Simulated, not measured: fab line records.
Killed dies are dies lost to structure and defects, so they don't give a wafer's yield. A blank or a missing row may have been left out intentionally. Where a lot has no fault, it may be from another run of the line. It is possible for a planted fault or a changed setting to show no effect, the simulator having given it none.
Struck lot and sound lot, side by side :: flow nandHarc :: 39 out of 1159 route steps
Sound: the wafers L835.3, L835.5, L835.6. Struck: wafers L837.1, L837.2, L837.5. The cause comes at the end.
Per side, at each step with rows, come the tool, then ch with its chambers, and then its first start. Under that, the readings that differ: sound wafers :: struck wafers :: difference of the means :: sigmas: that difference in standard deviations of wafers without a fault.
alike: same words and numbers on both sides, and readings whose means sit less than 2 such deviations apart. not compared: any withheld reading, any reading some wafer has no value for, any bound like >300 that may hide the same value, and any number with overlapping values for which the record gives no deviation.
A row with sigmas, a row that says differs or no value, or rows on one side alone: a step with any of these is where the two part. Numbers that don't overlap but have no deviation are shown without sigmas and don't part them. A reading that every wafer of one side lacks parts them only if that side has two wafers or more.

first, 9 steps without rows for these wafers: NHARC_P_GATE_SOFTBAKE_21 (time 55 s); NHARC_P_GATE_EBR_22; NHARC_P_GATE_EXPOSE_23 (exposes mask P GATE, target cd 120 nm); NHARC_P_GATE_PEB_24 (peb time 65 s); NHARC_P_GATE_DEVELOP_25 (develop time 35 s); NHARC_P_GATE_DESCUM_31 (chemistry O2, time 3 s); NHARC_P_GATE_ETCH_104 (etches the open film in CF4/CHF3, target depth 60 nm); NHARC_P_GATE_HM_OPEN_105 (chemistry O2/COS, target depth 360 nm); NHARC_P_GATE_STRIP_106 (strips in O2/COS).
NHARC_P_GATE_ETCH_114: etches the open film in CF4/O2, target depth 30 nm, overetch 3 nm, time 16.5 s.
  sound on rieDiel-04 ch 1,2,3, day 8 01:00; struck on rieDiel-12 ch 2,3, day 8 11:00
reading: showerheadPlenumPTorr (Torr)
sound: 1.44 1.35 1.39
struck: 1.29 1.29 1.29
difference: -0.10
sigmas: -2
  alike: cf4FlowSccm, chamberPressureMTorr, drypumpMotorCurrentA, oesProductAu, rfVppV, throttleValvePct
  not compared: rfHoursCounterH
then, 27 steps without rows for these wafers: NHARC_P_GATE_ETCH_32 (etches the open film in HBr/Cl2, target depth 150 nm, time 100.1 s); NHARC_P_GATE_STRIP_108 (strips in O2); NHARC_P_GATE_STRIP_35 (strips in SPM, time 600 s); NHARC_P_GATE_PRECLEAN_73 (cleans in SC1); NHARC_P_GATE_SRD_74; NHARC_P_GATE_ALD_36 (deposits SiNx, target thk 20 nm, pulse time 60 s, ald cycles 223); NHARC_P_GATE_ETCHBACK_37 (etches the open film in CHF3/O2, target depth 34.5 nm, time 17.2 s); NHARC_P_GATE_STRIP_101 (strips in O2, time 20 s); NHARC_P_GATE_PRECLEAN_97 (cleans in SPM, time 600 s); NHARC_P_GATE_SRD_98; NHARC_P_GATE_PRECLEAN_99 (cleans in SC1); NHARC_P_GATE_SRD_100; NHARC_P_GATE_DEHYDRATE_38 (time 120 s); NHARC_P_GATE_HMDS_39 (time 30 s); NHARC_P_GATE_COAT_40; NHARC_P_GATE_SOFTBAKE_41 (time 95 s); NHARC_P_GATE_EBR_42; NHARC_P_GATE_EXPOSE_43 (exposes mask P NSD, target cd 720 nm); NHARC_P_GATE_PEB_44 (peb time 85 s); NHARC_P_GATE_DEVELOP_45 (time 70 s); NHARC_P_GATE_HARDBAKE_47 (time 80 s); NHARC_P_GATE_DESCUM_48 (chemistry O2, time 3 s); NHARC_P_GATE_IMPLANT_49; NHARC_P_GATE_STRIP_111 (strips in N2/H2, time 250 s); NHARC_P_GATE_STRIP_75 (strips in O2); NHARC_P_GATE_STRIP_50 (strips in SPM, time 900 s); NHARC_P_GATE_DEHYDRATE_51 (time 120 s).
NHARC_P_GATE_INSPECT_68:
  sound on defectInspect-02, day 8 19:22; struck on defectInspect-02, day 9 05:19
reading: rawDefectCount
sound: 207 176 230
struck: 606 653 706
difference: +451
sigmas: +6
-- break in the record here, with 14 days between the starts of the struck wafers on either side (left off in module P_GATE, picked up again in module END, where the first step shown is number 1159 on the route) --
NHARC_END_SORT_01:
  sound on prober-01 ch 0, day 22 11:41; struck on prober-02 ch 0, day 22 22:04
reading: killedAtPeriphery
sound: 5 7 5
struck: 43 89 89
difference: +68
sigmas: +24

reading: killedDies
sound: 55 44 42
struck: 79 112 116
difference: +55
sigmas: +5
  alike: killedAtArray, killedAtOther, killedOpen, killedShort

## WHERE THEY PART
First at NHARC_P_GATE_ETCH_114; last, within this record, at NHARC_END_SORT_01.

WHY: what the simulator had put in
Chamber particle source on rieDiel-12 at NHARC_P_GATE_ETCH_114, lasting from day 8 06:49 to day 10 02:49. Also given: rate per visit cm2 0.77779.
